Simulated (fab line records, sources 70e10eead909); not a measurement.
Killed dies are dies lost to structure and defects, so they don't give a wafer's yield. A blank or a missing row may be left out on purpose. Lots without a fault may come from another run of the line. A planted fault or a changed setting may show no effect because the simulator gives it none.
A struck lot beside a sound one | flow nand_harc | 18 steps out of a route of 1159
Sound: wafers L826.1, L826.4, L826.6. Struck: wafers L836.3, L836.5, L836.6. The cause comes at the end.
At each step with rows: each side's tool, then ch and its chambers, then its first start. Under that, the readings that differ: sound wafers | struck wafers | difference of the means | sigmas: that difference in standard deviations of wafers without a fault.
alike: readings whose means differ by less than 2 such deviations, and words and numbers that are the same on both sides. not compared: withheld readings, readings that some wafer has no value for, bounds like >300 that may hide the same value, and numbers for which the record gives no deviation and whose values overlap.
The two part at a step that has a row with sigmas, a row that says differs or no value, or rows on one side only. Numbers that don't overlap but have no deviation are shown without sigmas and don't part them. A reading that every wafer of one side lacks parts them only if that side has two wafers or more.

NHARC_A_M1_PRE_CLEAN_32: time 12 s.
  sound on pecvd-04 ch 1,2, day 18 11:25; struck on pecvd-04 ch 1,2, day 21 02:30
  alike: heater_power_w
NHARC_A_M1_DEP_33: deposits SiCN, target thk 30 nm.
  sound on pecvd-04 ch 1,2, day 18 11:34; struck on pecvd-04 ch 1,2, day 21 02:35
  alike: heater_power_w
NHARC_A_BONDPAD_DEP_00: deposits SiCN, target thk 250 nm.
  sound on pecvd-02 ch 1,2, day 18 12:04; struck on pecvd-02 ch 1,2, day 21 03:13
  alike: heater_power_w
NHARC_A_BONDPAD_CMP_29: polishes SiCN, target thk 200 nm.
  sound on cmp-01 ch 0,3, day 18 12:26; struck on cmp-03 ch 0,2,3, day 21 03:37
  alike: edge_zone_pressure_frac, motor_current_A, retaining_ring_pressure_frac
NHARC_A_BONDPAD_THK_MEAS_30: measures by ellipsometry.
  sound on film_metro-02, day 18 12:41; struck on film_metro-01, day 21 03:47
  alike: thk_nm
then, 7 steps without rows for these wafers: NHARC_A_BONDPAD_SRD_31; NHARC_A_BONDPAD_DEHYDRATE_01 (time 120 s); NHARC_A_BONDPAD_HMDS_02 (time 30 s); NHARC_A_BONDPAD_COAT_33 (time 65 s); NHARC_A_BONDPAD_COAT_03 (resist thk 600 nm); NHARC_A_BONDPAD_SOFTBAKE_04 (time 70 s); NHARC_A_BONDPAD_EBR_05.
NHARC_A_BONDPAD_EXPOSE_06: exposes mask A BPAD.
  sound on krf_scanner-01 ch 0, day 18 13:06; struck on krf_scanner-04 ch 0, day 21 04:13
  reading              | sound             | struck            | difference | sigmas
  exposure_dose_mJ_cm2 | 36.99 36.94 37.02 | 48.98 48.90 48.94 | +11.96     | +99 or more
  alike: mask, reticle_temp_C
then, 2 steps without rows for these wafers: NHARC_A_BONDPAD_PEB_07 (peb time 80 s); NHARC_A_BONDPAD_DEVELOP_08 (time 50 s).
NHARC_A_BONDPAD_CD_MEAS_09: target cd 500 nm.
  sound on cd_sem-02 ch 0, day 18 13:15; struck on cd_sem-02 ch 0, day 21 04:22
  reading    | sound             | struck            | difference | sigmas
  cd_nm (nm) | 499.3 499.5 495.8 | 511.7 509.6 510.4 | +12.4      | +4
NHARC_A_BONDPAD_OVL_MEAS_35:
  sound on overlay-01, day 18 13:20; struck on overlay-02, day 21 04:26
  alike: overlay_x_nm, overlay_y_nm
NHARC_END_SORT_01:
  the record has rows for the struck wafers here (prober-01 ch 0, day 22 13:31) and none for the sound ones

WHERE THEY PART
First at NHARC_A_BONDPAD_EXPOSE_06; last, within this record, at NHARC_END_SORT_01.

WHY: what the simulator had put in
Process parameter drift: krf_scanner-04, from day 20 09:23 on, at NHARC_A_BONDPAD_EXPOSE_06. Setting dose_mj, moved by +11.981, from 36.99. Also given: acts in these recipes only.
